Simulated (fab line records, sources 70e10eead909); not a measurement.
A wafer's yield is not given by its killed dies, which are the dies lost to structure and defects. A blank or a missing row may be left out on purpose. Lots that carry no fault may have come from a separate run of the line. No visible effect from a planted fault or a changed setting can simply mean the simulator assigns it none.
Matching of chambers :: flow nand-harc :: NHARC_A_STAIRCASE_ETCHBACK_422 on rie-diel-13: 4 sister chambers
The step etches the open film in CH3F/O2, target depth 40 nm, time 74.286 s. 8 wafers are shown with their chamber, then 7 later ones without.

== WAFERS, EACH WITH ITS CHAMBER ==
wafer: L582.2
chamber: 1
drypump-motor-current-A (A): 5.3
showerhead-plenum-p-Torr (Torr): 2.49

wafer: L588.4
chamber: 1
drypump-motor-current-A (A): 5.3
showerhead-plenum-p-Torr (Torr): 2.48

wafer: L588.6
chamber: 0
drypump-motor-current-A (A): 5.1
showerhead-plenum-p-Torr (Torr): 2.59

wafer: L595.1
chamber: 0
drypump-motor-current-A (A): 5.0
showerhead-plenum-p-Torr (Torr): 2.58

wafer: L595.2
chamber: 2
drypump-motor-current-A (A): 5.1
showerhead-plenum-p-Torr (Torr): 2.52

wafer: L595.6
chamber: 3
drypump-motor-current-A (A): 6.4
showerhead-plenum-p-Torr (Torr): 2.31

wafer: L594.1
chamber: 3
drypump-motor-current-A (A): 6.4
showerhead-plenum-p-Torr (Torr): 2.31

wafer: L594.4
chamber: 2
drypump-motor-current-A (A): 5.1
showerhead-plenum-p-Torr (Torr): 2.52

== WAFERS WITH NO CHAMBER GIVEN ==
wafer: L594.5
drypump-motor-current-A (A): 5.3
showerhead-plenum-p-Torr (Torr): 2.47

wafer: L600.3
drypump-motor-current-A (A): 5.1
showerhead-plenum-p-Torr (Torr): 2.51

wafer: L600.4
drypump-motor-current-A (A): 6.4
showerhead-plenum-p-Torr (Torr): 2.30

wafer: L600.6
drypump-motor-current-A (A): 5.1
showerhead-plenum-p-Torr (Torr): 2.57

wafer: L599.3
drypump-motor-current-A (A): 5.1
showerhead-plenum-p-Torr (Torr): 2.51

wafer: L599.4
drypump-motor-current-A (A): 5.1
showerhead-plenum-p-Torr (Torr): 2.57

wafer: L599.5
drypump-motor-current-A (A): 5.4
showerhead-plenum-p-Torr (Torr): 2.46

== CHAMBER TAKEN BY EACH ==
wafer: L594.5
from the rows above: 1
in truth: 1

wafer: L600.3
from the rows above: 2
in truth: 2

wafer: L600.4
from the rows above: 3
in truth: 3

wafer: L600.6
from the rows above: 0
in truth: 0

wafer: L599.3
from the rows above: 2
in truth: 2

wafer: L599.4
from the rows above: 0
in truth: 0

wafer: L599.5
from the rows above: 1
in truth: 1
Correctly placed: 7 of 7. From these rows, 0 cannot be placed. Wrongly placed: 0.
How it was worked out, from the rows above alone: a wafer's distance from a chamber is the root of the sum, over the readings, of the square of ((its reading less the chamber's mean) divided by the reading's scatter). The wafer belongs to the nearest chamber; if the next one is less than 2 further off, it can't be placed. A chamber's mean is the mean of its shown wafers. The scatter: the root of (the sum of the squares of (reading less its chamber's mean) over the shown wafers, divided by (wafers less chambers)).
